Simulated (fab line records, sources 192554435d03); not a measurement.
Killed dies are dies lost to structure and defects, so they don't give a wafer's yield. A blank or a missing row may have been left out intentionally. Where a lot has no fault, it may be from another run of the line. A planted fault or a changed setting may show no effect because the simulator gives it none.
Split-lot experiment    flow n5Finfet    21 wafers read across 7 lots, on a route 1938 steps long

ON THE SPLIT
At N5_HKMG_FIN_COAT_30 (time 60 s, resist thk 35 nm), the setting spinRpm was moved away from the recipe's 1500 rpm on 3 of the 21 wafers read, by -5.5% to +7.6%. This setting was run at the recipe's value on the other wafers.

FROM THE SPLIT TO THE READING: what the file shows between them, 5 steps
- N5_HKMG_FIN_EXPOSE_09: exposes mask NWFM (also split here: doseMj)
- N5_HKMG_FIN_PEB_10: peb time 60 s
- N5_HKMG_FIN_DEVELOP_11: develop time 30 s
- N5_HKMG_FIN_CD_MEAS_12: target cd 92.8 nm
- N5_HKMG_FIN_DESCUM_17: chemistry O2, time 7.9 s

THE READING
etch.depthNm (the simulator's own value, which no gauge read), in nm, at N5_HKMG_FIN_ETCH_31 (etches SiARC in CF4, target depth 45.5 nm, time 75.8 s). The file does not state a usual value for it. Here, 18 wafers ran the recipe; their average is 35.05 nm with a standard deviation of 0.1 nm.

wafer   tool, chamber at the split  spinRpm as run, rpm  against the recipe  etch.depthNm, nm  against lot-mates on the recipe
L076.2  lithoTrack-02, 0            1500                 recipe              35.16             -
L076.3  lithoTrack-02, 0            1500                 recipe              35.09             -
L076.4  lithoTrack-02, 0            1500                 recipe              35.06             -
L078.1  lithoTrack-04, 0            1500                 recipe              35.14             -
L078.2  lithoTrack-04, 0            1500                 recipe              35.15             -
L078.5  lithoTrack-04, 0            1500                 recipe              35.15             -
L079.1  lithoTrack-02, 0            1557                 +3.8%               34.6              -0.47
L079.3  lithoTrack-02, 0            1500                 recipe              35.09             -
L079.5  lithoTrack-02, 0            1500                 recipe              35.05             -
L080.3  lithoTrack-03, 0            1500                 recipe              34.98             -
L080.5  lithoTrack-03, 0            1500                 recipe              35                -
L080.6  lithoTrack-03, 0            1500                 recipe              35.26             -
L085.2  lithoTrack-03, 0            1500                 recipe              34.83             -
L085.4  lithoTrack-03, 0            1500                 recipe              34.94             -
L085.5  lithoTrack-03, 0            1614                 +7.6%               33.64             -1.24
L087.1  lithoTrack-02, 0            1500                 recipe              35.05             -
L087.2  lithoTrack-02, 0            1500                 recipe              35                -
L087.6  lithoTrack-02, 0            1500                 recipe              35.06             -
L091.1  lithoTrack-03, 0            1417                 -5.5%               35.99             +1.05
L091.2  lithoTrack-03, 0            1500                 recipe              35                -
L091.4  lithoTrack-03, 0            1500                 recipe              34.89             -

FIT RESULTS
A straight line over all 21 wafers: etch.depthNm changes by -0.172 nm for each +1% of spinRpm; r = -0.96; the points scatter about the line by 0.11 nm.
The same after taking each lot's own level away (the mean of its wafers on the recipe; 21 wafers): -0.166 nm for each +1%; r = -0.98; scatter 0.075 nm.
On that fit, the largest move of spinRpm shifts the reading by 1.3 nm.
The lots' own levels span 34.885 to 35.147 nm, that is 2.6 times the standard deviation above.
The two slopes are in agreement: the lot-to-lot level therefore moves the slope only a little.
Check: -1.26 nm against its lot-mates is what the line predicts for one of the wafers moved furthest among these (+7.6%) when that wafer is left out of the fit. Against them it came out at -1.24 nm.

THE OTHER SPLITS THESE WAFERS WENT THROUGH
Before the reading, these wafers also passed through other splits. Each is held against what the fit with the lots' levels taken away leaves over:
other split on the same wafers                   wafers away from the commonest value  r with etch.depthNm (lot level and that fit taken away)
N5_PMOS_HMC_CHANNEL_EPI_PEB_07 pebTimeS          3                                     +0.29
N5_PMOS_HMC_CHANNEL_EPI_DEVELOP_08 developTimeS  8                                     +0.00
N5_DUMMY_GATE_COAT_28 spinRpm                    9                                     -0.05
N5_SD_EPI_N_COAT_03 spinRpm                      11                                    +0.19
N5_SD_EPI_N_DESCUM_14 timeS                      6                                     -0.37
N5_HKMG_FIN_EXPOSE_09 doseMj                     4                                     -0.46

THE WHOLE CHAIN: every reading that the file lists as answering this split, in the file's order
step                 what it does                                            reading                                                                           change (the file's fit)                r (the file's)
N5_HKMG_FIN_COAT_30  time 60 s, resist thk 35 nm                             SiARC_of_HKMG_FIN_COAT_30.thkNm (the simulator's own value, which no gauge read)  -0.17 nm for each +1% of the setting   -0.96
N5_HKMG_FIN_ETCH_31  etches SiARC in CF4, target depth 45.5 nm, time 75.8 s  etch.depthNm (the simulator's own value, which no gauge read)                     -0.165 nm for each +1% of the setting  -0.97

THE FILE'S OWN FIT
etch.depthNm changes by -0.165 nm for each +1% of spinRpm, r = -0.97.
